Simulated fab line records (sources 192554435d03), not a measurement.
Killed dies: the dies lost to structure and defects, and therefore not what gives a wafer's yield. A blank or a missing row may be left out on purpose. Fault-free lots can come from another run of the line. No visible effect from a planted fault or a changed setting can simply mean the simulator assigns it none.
Code-filled problem report in 8D (eight disciplines) form :: flow n5_finfet :: the parts of the form that need people (team, actions taken, sign-off) are left out

== 1. WHAT IS WRONG ==
rf_fwd_power_W at N5_MOL_CONTACT_COAG_ETCH_47 reads a mean of 481.5 W on 6 wafers of 2 lots; wafers without a fault read 386.1 W with a standard deviation of 1.7. That is +56 standard deviations from the usual mean.
The step: etches SiNx in CH3F/O2, stops on W, target depth 27 nm.
Earliest sighting: wafer L888.1 on rie_diel-06 at day 9 03:46. The record has a number at this step for 24 wafers belonging to 8 lots. Rule for "out", or "out of limits": more than 4 standard deviations from the usual mean. The other wafers with a number count as sound.

== 2. WHAT IT IS, AND WHAT IT ISN'T ==
question: which readings at this step
is: rf_fwd_power_W, rf_vpp_V
is not: drypump_motor_current_A, oes_product_au, showerhead_plenum_p_Torr, throttle_valve_pct

question: which lots
is: L888, L889
is not: L874, L877, L878, L880, L881, L882

question: which wafers of those lots
is: all that have a number
is not: -

question: read on which tools
is: rie_diel-06
is not: rie_diel-01, rie_diel-05

question: when
is: from day 9 03:46
is not: up to then (18 sound wafers)

== 3. SUSPECTS, AND WHAT RULES EACH OUT ==
Counting: any tool at a process step up to the reading is kept as a suspect provided that every lot that is out went through it and no sound lot did after the first of them.
- cmp-04 at N5_MOL_CONTACT_COAG_CMP_23 (polishes, stops on SiO2, t overpolish 1.5 s, target thk 0 nm): kept. Every lot that is out went through it, starting with L888 (day 8 22:45), and after that it ran no sound lot; the last sound lot it ran before then is L881 (day 7 06:01).
- rie_diel-06 at N5_MOL_CONTACT_COAG_ETCH_90 (etches SiARC in CF4, target depth 13 nm, time 21.7 s): kept. Every lot that is out went through it, starting with L888 (day 9 02:47), and after that it ran no sound lot; the last sound lot it ran before then is L881 (day 7 09:52).
- rie_diel-06 at N5_MOL_CONTACT_COAG_STRIP_96 (strips in N2/H2): kept. Every lot that is out went through it, starting with L888 (day 9 03:43), and after that it ran no sound lot; the last sound lot it ran before then is L882 (day 7 16:28).
- rie_diel-06 at N5_MOL_CONTACT_COAG_ETCH_47 (etches SiNx in CH3F/O2, stops on W, target depth 27 nm): kept. Every lot that is out went through it, starting with L888 (day 9 03:46), and after that it ran no sound lot; the last sound lot it ran before then is L882 (day 7 16:31). Out on those wafers are its own readings of rf_fwd_power_W, rf_vpp_V.
Left after counting: cmp-04 at N5_MOL_CONTACT_COAG_CMP_23, rie_diel-06 at N5_MOL_CONTACT_COAG_ETCH_90, rie_diel-06 at N5_MOL_CONTACT_COAG_STRIP_96, rie_diel-06 at N5_MOL_CONTACT_COAG_ETCH_47.

== 4. THE CAUSE (what the simulator had put in) ==
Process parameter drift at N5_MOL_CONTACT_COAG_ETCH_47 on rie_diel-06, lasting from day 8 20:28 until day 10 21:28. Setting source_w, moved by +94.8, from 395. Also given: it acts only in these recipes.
Counting left 4 suspects, and this tool is among them.

== 5. SEQUENCE OF EFFECTS, ordered by route ==
One row per reading whose mean, taken over the struck wafers that have a number, lies over 3 standard deviations from the usual. Only readings whose record carries a usual standard deviation are examined. hours: median over the lots of the time between each lot's start at the first step of this table that gives one and its start at this step. sigmas: the change, counted in usual standard deviations.
hours: 0
step: N5_MOL_CONTACT_COAG_ETCH_47
reading: etch_rf_on_time_s
usual: 31.5 s
on struck wafers: 29.1
change: -2.4
sigmas: -3.7

hours: 0
step: N5_MOL_CONTACT_COAG_ETCH_47
reading: oes_f_703_au
usual: 0.78 a.u.
on struck wafers: 1.03
change: +0.25
sigmas: +3.4

hours: 0
step: N5_MOL_CONTACT_COAG_ETCH_47
reading: rf_fwd_power_W
usual: 386.1 W
on struck wafers: 481.5
change: +95.4
sigmas: +56

hours: 0
step: N5_MOL_CONTACT_COAG_ETCH_47
reading: rf_vpp_V
usual: 295 V
on struck wafers: 263
change: -32
sigmas: -6.3
It contains these process steps:
- N5_MOL_CONTACT_COAG_ETCH_47: etches SiNx in CH3F/O2, stops on W, target depth 27 nm.
At these later measuring or inspecting steps, every struck wafer for which the step has a row has a number for every such reading, and none has moved that far: N5_BEOL_M4_RC_MEAS_101.

== 6. HOW IT WOULD HAVE BEEN CAUGHT EARLIER ==
In this record the first reading out of limits was taken at day 9 03:46, 7 hours after the fault began at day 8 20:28.
